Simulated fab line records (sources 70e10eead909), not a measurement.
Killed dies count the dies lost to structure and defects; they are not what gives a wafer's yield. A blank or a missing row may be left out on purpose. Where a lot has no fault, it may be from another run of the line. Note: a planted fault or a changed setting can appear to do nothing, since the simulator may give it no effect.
Problem report, 8D (eight disciplines) form, completed by code | flow nand harc | the parts of the form that need people (team, actions taken, sign-off) are left out

== 1. WHAT WENT WRONG ==
Mean of thk nm at NHARC_A_DECK1_JOINT_THK_MEAS_17: 52.2 nm across 6 wafers in 2 lots; on wafers with no fault it is 45.0 nm (standard deviation 1.2). That puts it +6.0 standard deviations away from the usual mean.
The step: measures by ellipsometry.
First observed at day 19 14:05: wafer L980.1, on film metro-02. The record holds 36 wafers of 12 lots with a number at this step. By rule, "out" or "out of limits" means more than 4 standard deviations away from the usual mean. The other wafers with a number count as sound.

== 2. WHAT IT IS, WHAT IT ISN'T ==
question                    | is                     | is not
which readings at this step | thk nm                 | -
which lots                  | L980, L981             | L963, L966, L968, L969, L970, L971, L973, L974, L978, L979
which wafers of those lots  | all that have a number | -
read on which gauges        | film metro-02          | film metro-01
when                        | from day 19 14:05      | up to then (27 sound wafers); but 3 sound wafers of L979 came after

== 3. WHAT RULES OUT EACH SUSPECT ==
Counting: a tool stays on the suspect list if, at a process step up to the reading, it processed all lots that are out and no sound lot following the first of them.
- the gauge at NHARC_A_DECK1_JOINT_THK_MEAS_17: kept. All the wafers that are out were read on film metro-02, and no step on other tools shows them out.
- rie diel-06 at NHARC_A_CHANNEL_FILL_D1_ETCHBACK_08 (etches the open film in C4F8, target depth 220 nm, time 110 s): kept. It processed each lot that is out, first L980 at day 18 01:16, and no sound lot thereafter; up to then, the last sound lot it processed was L979 at day 17 21:22. With no start given for some of its lots, NHARC_A_CHANNEL_FILL_D1_ETCHBACK_08 uses the hours and lot order of NHARC_A_CHANNEL_FILL_D1_CMP_10.
- cmp-03 at NHARC_A_CHANNEL_FILL_D1_CMP_10 (polishes, target thk 150 nm): kept. It processed each lot that is out, first L980 at day 18 01:16, and no sound lot thereafter; up to then, the last sound lot it processed was L979 at day 17 21:22.
- pecvd-03 at NHARC_A_DECK1_JOINT_DEP_16 (deposits SiO2, target thk 45 nm): kept. It processed each lot that is out, first L980 at day 19 13:49, and no sound lot thereafter; up to then, the last sound lot it processed was L978 at day 18 10:12.
Left after counting: rie diel-06 at NHARC_A_CHANNEL_FILL_D1_ETCHBACK_08, cmp-03 at NHARC_A_CHANNEL_FILL_D1_CMP_10, pecvd-03 at NHARC_A_DECK1_JOINT_DEP_16, film metro-02 at NHARC_A_DECK1_JOINT_THK_MEAS_17.

== 4. THE CAUSE (what the simulator had put in) ==
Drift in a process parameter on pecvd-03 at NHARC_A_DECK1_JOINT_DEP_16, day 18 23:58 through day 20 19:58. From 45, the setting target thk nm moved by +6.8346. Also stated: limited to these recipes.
Of the 4 suspects that counting leaves, this tool is one.

== 5. THE CHAIN OF EFFECTS, in route order ==
One row per reading whose mean, taken over the struck wafers that have a number, lies over 3 standard deviations from the usual. Only readings for which the record gives a usual standard deviation are gone through. hours: the time from each lot's start at the first step in this table that gives one to its start at this step, as a median over the lots. sigmas: the change in usual standard deviations.
hours | step                            | reading | usual   | on struck wafers | change | sigmas
0     | NHARC_A_DECK1_JOINT_THK_MEAS_17 | thk nm  | 45.0 nm | 52.2             | +7.2   | +6.0

== 6. WHAT WOULD HAVE CAUGHT IT SOONER ==
In this record the first reading out of limits at a measuring or inspecting step was taken at day 19 14:05, 14 hours after the fault began at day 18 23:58.
No tool reading at NHARC_A_DECK1_JOINT_DEP_16 that has a usual standard deviation in the record was out on any struck wafer, so an alarm limit of 4 standard deviations on those readings would not have fired.
Among the 2 lots that are out, L981 began NHARC_A_DECK1_JOINT_DEP_16 on pecvd-03 after day 19 14:05. Had the tool been put on hold then, it would have been spared.
